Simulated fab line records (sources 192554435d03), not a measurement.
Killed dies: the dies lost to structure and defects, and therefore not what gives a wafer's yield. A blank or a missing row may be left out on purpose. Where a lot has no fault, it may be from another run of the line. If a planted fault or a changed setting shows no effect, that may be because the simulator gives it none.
A single fault, viewed from 2 desks | flow n5_finfet | each desk holds nothing but its own numbers, with what lay behind them at the end

== METROLOGY DESK ==
What the gauges read, lot by lot, whatever tool the lot ran on: means of the sampled wafers that have a number. If a lot's mean is further than 4 standard deviations from the usual mean, the lot is out of limits and carries the mark OUT (the distance appears in the brackets).
Columns: A = cd_nm at N5_BEOL_M1_CD_MEAS_35, usual 18.0 nm; B = M1_RS at N5_BEOL_M1_RS_MEAS_58, usual 0.66 ohm/sq; C = M2_ILD_THK at N5_BEOL_M2_THK_MEAS_01, usual 78.4 nm
lot  | first seen here | A    | B    | C
L265 | day 6 09:08     | 18.1 | 0.66 | 78.2
L266 | day 6 09:11     | 18.0 | 0.63 | 78.7
L274 | day 8 14:32     | 18.1 | 0.69 | 78.7
L283 | day 10 15:29    | 18.4 | 0.65 | 78.3
L284 | day 10 21:41    | 18.0 | 0.67 | 77.5
This desk found nothing out of limits on any of the 5 lots.

== DESK OF THE TOOL OWNER: pvd_sputter-02 ==
The tool's own readings at N5_BEOL_M1_SPUTTER_86 (material Cu, target thk 4.5 nm, time 8.29 s): means of the sampled wafers that have a number, for each lot that ran on this tool. If a lot's mean is further than 4 standard deviations from the usual mean, the lot is out of limits and carries the mark OUT (the distance appears in the brackets).
Columns: A = chuck_sensor_temp_C at N5_BEOL_M1_SPUTTER_86, usual -15.9 C; B = substrate_temp_c at N5_BEOL_M1_SPUTTER_86, usual -19.99 C; C = throttle_valve_pct at N5_BEOL_M1_SPUTTER_86, usual 30.3 %
lot  | first seen here | A     | B      | C
L266 | day 6 10:54     | -16.2 | -19.94 | 28.7
L274 | day 8 17:16     | -16.0 | -20.04 | 29.6
This desk found nothing out of limits on any of the 2 lots.

== BROUGHT TOGETHER ==
Nothing out of limits was seen by the metrology desk.
The desk of the tool owner found nothing out of limits.

== WHAT THE SIMULATOR HAD PUT IN ==
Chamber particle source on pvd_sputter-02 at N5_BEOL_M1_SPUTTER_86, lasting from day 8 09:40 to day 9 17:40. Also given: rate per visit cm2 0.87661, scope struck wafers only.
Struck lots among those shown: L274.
